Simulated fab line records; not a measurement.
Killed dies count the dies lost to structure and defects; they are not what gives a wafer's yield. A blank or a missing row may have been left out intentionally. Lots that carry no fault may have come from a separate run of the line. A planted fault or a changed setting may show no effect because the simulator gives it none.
Split-lot study -- flow n5Finfet -- 7 lots, 21 wafers read, on a route of 1938 steps

## THE SPLIT
At N5_BEOL_M10_COAT_60 (time 60 s, resist thk 30 nm), the setting spinRpm was moved away from the recipe's 1500 rpm on 9 of the 21 wafers read, by -7.3% to +10.3%. This setting was run at the recipe's value on the other wafers.

## FROM THE SPLIT TO THE READING: what the file shows between them, 4 steps
- N5_BEOL_M10_COAT_05: resist thk 90 nm
- N5_BEOL_M10_EBR_07
- N5_BEOL_M10_DESCUM_16: chemistry O2, time 7.9 s
- N5_BEOL_M10_ETCH_61: etches SiARC in CF4, target depth 39 nm, time 65 s

## THE READING
SiARC_of_BEOL_M10_COAT_60.thkNm (the simulator's own value, which no gauge read), in nm, at N5_BEOL_M10_ETCH_62 (etches SOC in N2/H2, target depth 110 nm, overetch 22 nm, time 165 s). There is no usual value for it anywhere in the file. The 12 wafers here that ran the recipe average 23.7 nm, standard deviation 0.24 nm.

wafer,"tool, chamber at the split","spinRpm as run, rpm",against the recipe,"SiARC_of_BEOL_M10_COAT_60.thkNm, nm",against lot-mates on the recipe
L074.1,"lithoTrack-01, 0",1655,+10.3%,22.2,-1.2
L074.3,"lithoTrack-01, 0",1655,+10.3%,22.2,-1.2
L074.4,"lithoTrack-01, 0",1500,recipe,23.4,-
L079.1,"lithoTrack-03, 0",1544,+2.9%,23.2,no lot-mate on the recipe
L079.2,"lithoTrack-03, 0",1544,+2.9%,23,no lot-mate on the recipe
L079.5,"lithoTrack-03, 0",1544,+2.9%,23,no lot-mate on the recipe
L084.3,"lithoTrack-01, 0",1500,recipe,23.8,-
L084.6,"lithoTrack-01, 0",1500,recipe,23.8,-
L084.4,"lithoTrack-01, 0",1500,recipe,24.2,-
L088.2,"lithoTrack-01, 0",1392,-7.2%,24.8,+1.2
L088.5,"lithoTrack-01, 0",1392,-7.2%,24.4,+0.8
L088.6,"lithoTrack-01, 0",1500,recipe,23.6,-
L087.2,"lithoTrack-03, 0",1500,recipe,23.6,-
L087.4,"lithoTrack-03, 0",1500,recipe,23.4,-
L087.6,"lithoTrack-03, 0",1500,recipe,24,-
L089.1,"lithoTrack-01, 0",1391,-7.3%,24.2,+0.7
L089.2,"lithoTrack-01, 0",1500,recipe,23.6,-
L089.6,"lithoTrack-01, 0",1500,recipe,23.4,-
L091.3,"lithoTrack-03, 0",1500,recipe,23.8,-
L091.4,"lithoTrack-03, 0",1562,+4.1%,23.2,-0.5
L091.6,"lithoTrack-03, 0",1500,recipe,23.6,-

FIT RESULTS
A straight line over all 21 wafers: SiARC_of_BEOL_M10_COAT_60.thkNm changes by -0.131 nm for each +1% of spinRpm; r = -0.93; the points scatter about the line by 0.24 nm.
The same after taking each lot's own level away (the mean of its wafers on the recipe; 18 wafers): -0.12 nm for each +1%; r = -0.96; scatter 0.17 nm.
According to that fit, moving spinRpm by its largest amount changes the reading by 1.2 nm.
The lots' own levels span 23.40 to 23.93 nm, that is 2.2 times the standard deviation above.
The two slopes agree, so the slope changes little with the lot-to-lot level.
Check: -1.24 nm against its lot-mates is what the line predicts for one of the wafers moved furthest among these (+10.3%) when that wafer is left out of the fit. Against them it came out at -1.2 nm.

## ADDITIONAL SPLITS CARRIED BY THESE WAFERS
These wafers also went through other splits before the reading. Each is held against what the fit with the lots' levels taken away leaves over:
other split on the same wafers,wafers away from the commonest value,r with SiARC_of_BEOL_M10_COAT_60.thkNm (lot level and that fit taken away)
N5_BEOL_M8_TRENCH_ETCH_37 timeS,3,-0.01
N5_BEOL_M9_ETCH_65 biasW,11,-0.09
N5_BEOL_M9_TRENCH_ETCH_37 timeS,6,-0.06
N5_BEOL_M10_ILD_DEP_00 timeS,6,+0.22

## THE WHOLE CHAIN: every reading that the file lists as answering this split, in the file's order
step,what it does,reading,change (the file's fit),r (the file's)
N5_BEOL_M10_COAT_60,"time 60 s, resist thk 30 nm","SiARC_of_BEOL_M10_COAT_60.thkNm (the simulator's own value, which no gauge read)",-0.15 nm for each +1% of the setting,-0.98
N5_BEOL_M10_ETCH_61,"etches SiARC in CF4, target depth 39 nm, time 65 s","CAR-ArF_of_BEOL_M10_COAT_05.thkNm (the simulator's own value, which no gauge read)",+0.128 nm for each +1% of the setting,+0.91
N5_BEOL_M10_ETCH_61,"etches SiARC in CF4, target depth 39 nm, time 65 s","etch.depthNm (the simulator's own value, which no gauge read)",-0.145 nm for each +1% of the setting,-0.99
N5_BEOL_M10_ETCH_62,"etches SOC in N2/H2, target depth 110 nm, overetch 22 nm, time 165 s","SiARC_of_BEOL_M10_COAT_60.thkNm (the simulator's own value, which no gauge read)",-0.117 nm for each +1% of the setting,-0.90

## FILE'S OWN FIT
SiARC_of_BEOL_M10_COAT_60.thkNm changes by -0.117 nm for each +1% of spinRpm, r = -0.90.
